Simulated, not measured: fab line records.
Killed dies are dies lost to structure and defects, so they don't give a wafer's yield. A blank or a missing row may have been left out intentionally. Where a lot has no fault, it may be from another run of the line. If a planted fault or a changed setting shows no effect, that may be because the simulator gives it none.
Matching of chambers ; flow n5_finfet ; 4 sister chambers for N5_BEOL_M6_CMP_52 on cmp-03
The step polishes, stops on SiCOH lowk, t overpolish 6.9 s, target thk 80 nm. 4 wafers are shown with their chamber, then 8 later ones without.

## WAFERS, EACH WITH ITS CHAMBER
wafer;chamber;motor_current_A (A)
L080.3;3;5.8
L082.2;2;6.2
L082.6;0;5.6
L084.1;1;6.9

## WAFERS WHOSE CHAMBER IS MISSING
wafer;motor_current_A (A)
L084.4;5.9
L084.6;6.8
L088.1;6.0
L088.3;6.8
L088.5;6.9
L097.1;6.6
L097.4;5.8
L097.5;6.5

## WHICH CHAMBER EACH ONE RAN IN
wafer;from the rows above;in truth
L084.4;can't be placed: 3 or 2 or 0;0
L084.6;1;1
L088.1;can't be placed: 2 or 3 or 0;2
L088.3;1;1
L088.5;1;1
L097.1;can't be placed: 1 or 2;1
L097.4;can't be placed: 3 or 0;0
L097.5;can't be placed: 2 or 1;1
Correctly placed: 3 of 8. From these rows, 5 cannot be placed; in 5 the true chamber is one of the candidates. Placed wrongly: 0.
How it was worked out, from the rows above alone: a wafer's distance from a chamber is the root of the sum, over the readings, of the square of ((its reading less the chamber's mean) divided by the reading's scatter). If the next closest chamber is less than 2 further off than the closest, the wafer can't be placed; otherwise it belongs to the closest. Each chamber's mean is taken over the wafers shown for it. The scatter (one wafer shown for each chamber): square how far every hidden wafer sits from the nearest shown wafer, average those squares and take the square root.
